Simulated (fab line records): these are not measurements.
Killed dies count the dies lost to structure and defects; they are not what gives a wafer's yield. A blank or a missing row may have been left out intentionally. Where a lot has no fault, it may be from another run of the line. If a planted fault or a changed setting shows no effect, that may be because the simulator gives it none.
Matching of chambers    flow n5_finfet    4 sister chambers for N5_BEOL_M13_DESCUM_15 on rie_diel-03
The step chemistry O2, time 7.9 s. 16 wafers are shown with their chamber, then 8 later ones without.

WAFERS, EACH WITH ITS CHAMBER
wafer   chamber  showerhead_plenum_p_Torr (Torr)  drypump_motor_current_A (A)  oes_product_au (a.u.)
L077.1  2        2.11                             5.0                          0.78
L077.2  1        1.99                             6.0                          0.73
L077.4  3        2.22                             5.6                          0.85
L080.2  3        2.22                             5.7                          0.84
L080.3  2        2.11                             5.0                          0.78
L080.4  1        1.99                             6.0                          0.73
L079.1  1        1.99                             6.0                          0.74
L079.3  0        2.08                             5.9                          0.74
L079.5  0        2.08                             5.9                          0.74
L083.3  3        2.22                             5.6                          0.83
L083.4  0        2.08                             5.9                          0.73
L083.5  1        1.99                             6.0                          0.71
L082.2  2        2.11                             5.0                          0.77
L082.3  0        2.08                             5.9                          0.73
L082.6  2        2.11                             5.0                          0.76
L084.1  1        1.98                             6.0                          0.72

SIGNATURES, as means of the wafers listed above
reading                   chamber 0  chamber 1  chamber 2  chamber 3  scatter within a chamber
showerhead_plenum_p_Torr  2.0800     1.9880     2.1100     2.2200     0.00258
drypump_motor_current_A   5.900      6.000      5.000      5.633      0.0236
oes_product_au            0.7350     0.7260     0.7725     0.8400     0.00955
Rule: for each reading, subtract the chamber's mean from the wafer's reading, divide by that reading's scatter and square the result; add these up over the readings and take the root, which gives the wafer's distance from the chamber. If the next closest chamber is less than 2 further off than the closest, the wafer can't be placed; otherwise it belongs to the closest. The scatter: take each reading less its chamber's mean, square it, sum over the shown wafers, divide by the number of wafers less the number of chambers, and take the root.

WAFERS MISSING THEIR CHAMBER
wafer   showerhead_plenum_p_Torr (Torr)  drypump_motor_current_A (A)  oes_product_au (a.u.)
L084.2  2.08                             5.9                          0.73
L084.5  1.99                             6.0                          0.72
L089.2  2.08                             5.9                          0.72
L089.4  2.21                             5.6                          0.81
L089.6  2.08                             5.9                          0.72
L092.1  2.21                             5.6                          0.81
L092.2  1.98                             6.0                          0.71
L092.4  2.07                             5.9                          0.71

EACH ONE'S CHAMBER
wafer   from the rows above  in truth
L084.2  0                    0
L084.5  1                    1
L089.2  0                    0
L089.4  3                    3
L089.6  0                    0
L092.1  3                    3
L092.2  1                    1
L092.4  0                    0
Correctly placed: 8 of 8. Not placeable from these rows: 0. 0 placed wrongly.
